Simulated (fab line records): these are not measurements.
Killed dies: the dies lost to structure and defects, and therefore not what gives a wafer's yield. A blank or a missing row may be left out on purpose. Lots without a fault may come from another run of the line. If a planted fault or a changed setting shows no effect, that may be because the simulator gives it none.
Which of the tools did it? :: flow n5_finfet :: at 1 step of a route of 1938, 12 lots with 36 wafers sampled

== WHAT THE GAUGES READ, wafer by wafer ==
N5_BEOL_M0_CUTY_INSPECT_59: inspects for defects (macro).
lot: L075
measured: day 5 21:59
on: defect_inspect-01
raw_defect_count: 0 1 4

lot: L077
measured: day 6 13:30
on: defect_inspect-02
raw_defect_count: 1 0 0

lot: L079
measured: day 7 00:31
on: defect_inspect-02
raw_defect_count: 1 2 1

lot: L081
measured: day 7 15:43
on: defect_inspect-01
raw_defect_count: 0 1 1

lot: L083
measured: day 8 00:42
on: defect_inspect-01
raw_defect_count: 2 1 1

lot: L085
measured: day 8 11:22
on: defect_inspect-02
raw_defect_count: 4 2 1

lot: L087
measured: day 8 21:25
on: defect_inspect-01
raw_defect_count: 1 2 2

lot: L089
measured: day 9 08:22
on: defect_inspect-02
raw_defect_count: 5 2 1

lot: L091
measured: day 10 02:25
on: defect_inspect-02
raw_defect_count: 3 4 4

lot: L093
measured: day 10 16:17
on: defect_inspect-01
raw_defect_count: 4 4 1

lot: L095
measured: day 10 22:35
on: defect_inspect-02
raw_defect_count: 3 1 5

lot: L097
measured: day 11 13:01
on: defect_inspect-02
raw_defect_count: 0 2 2

== WHAT TOOL EACH LOT RAN ON (gives the tool, then ch and the chambers of the sampled wafers, and finally the start) ==
Before these readings, the record contains no process step.

== THE ANSWER, worked out from the rows above alone ==
Rule: the lots themselves supply what counts as usual. Put in order of their means at a reading, lots are off if they are a third of the lots or fewer, leave a main group of 4 or more, and stand apart from it by a gap of 3 or more times the standard deviation of the main group's means; of several such gaps the widest counts. A main group is skipped when, at the precision printed for the reading in the tables above, its means are all equal. A lot without any number at a reading at which 4 lots or more have one is off too. Where the step has rows for the other lots, those lots are counted as sound.
Nothing can be told from this: no lot is off at any reading shown.

== WHAT WAS PUT IN BY THE SIMULATOR ==
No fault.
